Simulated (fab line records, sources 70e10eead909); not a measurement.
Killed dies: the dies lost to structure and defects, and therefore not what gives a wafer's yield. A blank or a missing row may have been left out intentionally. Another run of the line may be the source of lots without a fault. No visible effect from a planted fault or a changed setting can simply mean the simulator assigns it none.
A lot that was struck, set against a sound lot	flow nand harc	40 out of 1302 route steps
Sound: wafers L740.2, L740.4, L740.6. Wafers L749.2, L749.4, L749.5 were the ones struck. The cause is given at the end.
Each step with rows lists, per side, the tool, then ch with its chambers, then its first start. Under that, the readings that differ: sound wafers	struck wafers	difference of the means	sigmas: that difference in standard deviations of wafers without a fault.
alike: a reading whose means differ by less than 2 such deviations, as well as words and numbers matching on both sides. not compared: withheld readings; readings where some wafer has no value; bounds like >300 that might hide an equal value; numbers whose values overlap and for which the record gives no deviation.
A row with sigmas, a row that says differs or no value, or rows on one side alone: a step with any of these is where the two part. Numbers that don't overlap but have no deviation are shown without sigmas and don't part them. Lack of a reading on every wafer of one side parts them only where that side has two or more wafers.

first, 3 steps without rows for these wafers: NHARC_P_M1_EXPOSE_06 (exposes mask P M1, target cd 130 nm); NHARC_P_M1_PEB_07 (peb time 65 s); NHARC_P_M1_DEVELOP_08 (develop time 35 s).
NHARC_P_M1_CD_MEAS_09: the cd target is 130 nm.
  sound on cd sem-02 ch 0, day 8 20:55; struck on cd sem-01 ch 0, day 12 15:57
  alike: cd nm
NHARC_P_M1_OVL_MEAS_10: pitch 260 nm.
  sound on overlay-01 at day 8 21:00; struck on overlay-02 at day 12 16:02
  alike: overlay x nm, overlay y nm
NHARC_P_M1_INSPECT_11:
  sound on defect inspect-01 at day 8 21:02; struck on defect inspect-01 at day 12 16:05
  alike: raw defect count
then, 3 steps without rows for these wafers: NHARC_P_M1_DESCUM_14 (chemistry O2, time 3 s); NHARC_P_M1_ETCH_35 (etches the open film in N2/H2, target depth 40 nm, overetch 12 nm, time 43.94 s); NHARC_P_M1_ETCH_15 (etches the open film in C4F8/Ar, target depth 182.5 nm, time 91.2 s).
NHARC_P_M1_CD_MEAS_16:
  sound on cd sem-02 at day 8 21:26; struck on cd sem-03 at day 12 16:26
  alike: cd nm
then, 1 step without rows for these wafers: NHARC_P_M1_STRIP_18 (strips in N2/H2).
NHARC_P_M1_ETCH_28: etches the open film in CF4/N2, target depth 30 nm, time 72.99 s.
  sound: rie diel-01 ch 0,1,3; struck: rie diel-04 ch 0,2,3
  alike: bias w, drypump motor current A, oes product au, rf vpp V, showerhead plenum p Torr, throttle valve pct
  not compared: rf hours counter h
NHARC_P_M1_STRIP_19: strips in post etch residue remover, time 600 s.
  sound on wet bench-10 ch 0,6,7, day 8 21:54; struck on wet bench-10 ch 0,1,7, day 12 16:55
then, 1 step without rows for these wafers: NHARC_P_M1_DEGAS_29 (time 60 s).
NHARC_P_M1_PRE_CLEAN_30: time 30 s.
  sound on pvd sputter-03; struck on pvd sputter-02
  alike: heater power w
NHARC_P_M1_PVD_20: deposits TaN, target thk 5 nm, time 8.06 s.
  sound on pvd sputter-03; struck on pvd sputter-02
  alike: bias v, throttle valve pct
then, 2 steps without rows for these wafers: NHARC_P_M1_PVD_21 (deposits Cu, target thk 30 nm, time 20.49 s); NHARC_P_M1_ECD_22 (material Cu, target thk 400 nm).
NHARC_P_M1_ANNEAL_31: time 90 s.
  sound on rtp anneal-01 ch 0, day 8 22:56; struck on rtp anneal-01 ch 0, day 12 17:57
  alike: anneal temp c max, wafer_temp_C_max
then, 1 step without rows for these wafers: NHARC_P_M1_CMP_23 (polishes, t overpolish 20 s, target thk 157.82 nm).
NHARC_P_M1_THK_MEAS_24: measures by xrf.
  sound on film metro-01 at day 8 23:33; struck on film metro-02 at day 12 18:33
reading	sound	struck	difference	sigmas
thk nm (nm)	159.7 161.4 159.8	155.7 157.9 155.3	-4.0	-2
after that, 1 step had no rows for these wafers: NHARC_P_M1_SRD_25.
NHARC_P_M1_PRE_CLEAN_32: time 12 s.
  sound on pecvd-01 ch 1,2, day 8 23:47; struck on pecvd-01 ch 0,1,2, day 12 18:47
  alike: heater power w
then, 11 steps without rows for these wafers: NHARC_P_M1_DEP_33 (deposits SiCN, target thk 30 nm); NHARC_P_M2_DEP_00 (deposits SiOC, target thk 182.5 nm); NHARC_P_M2_DEHYDRATE_01 (time 120 s); NHARC_P_M2_HMDS_02 (time 30 s); NHARC_P_M2_COAT_34 (time 65 s); NHARC_P_M2_COAT_03 (resist thk 90 nm); NHARC_P_M2_SOFTBAKE_04 (time 55 s); NHARC_P_M2_EBR_05; NHARC_P_M2_EXPOSE_06 (exposes mask P M2, target cd 170 nm); NHARC_P_M2_PEB_07 (peb time 65 s); NHARC_P_M2_DEVELOP_08 (develop time 35 s).
NHARC_P_M2_CD_MEAS_09: the cd target is 170 nm.
  sound on cd sem-01 ch 0, day 9 01:07; struck on cd sem-02 ch 0, day 12 20:05
  alike: cd nm
NHARC_P_M2_OVL_MEAS_10: pitch 340 nm.
  sound on overlay-02 at day 9 01:11; struck on overlay-02 at day 12 20:10
  alike: overlay x nm, overlay y nm
then, 3 steps without rows for these wafers: NHARC_P_M2_DESCUM_14 (chemistry O2, time 3 s); NHARC_P_M2_ETCH_35 (etches the open film in N2/H2, target depth 40 nm, overetch 12 nm, time 43.94 s); NHARC_P_M2_ETCH_15 (etches the open film in C4F8/Ar, target depth 182.5 nm, time 91.2 s).
-- record jumps: 18 days between struck wafers' starts before vs after; left off in module P_M2, resumes in module END, first step shown is number 1302 of the route --
NHARC_END_SORT_01:
  at this point the record logs the struck wafers (prober-02 ch 0, day 30 10:07) and has no rows for the sound ones

## WHERE THEY PART
Last at NHARC_END_SORT_01 as far as this record goes, first at NHARC_P_M1_THK_MEAS_24.

WHY: the cause the simulator had injected
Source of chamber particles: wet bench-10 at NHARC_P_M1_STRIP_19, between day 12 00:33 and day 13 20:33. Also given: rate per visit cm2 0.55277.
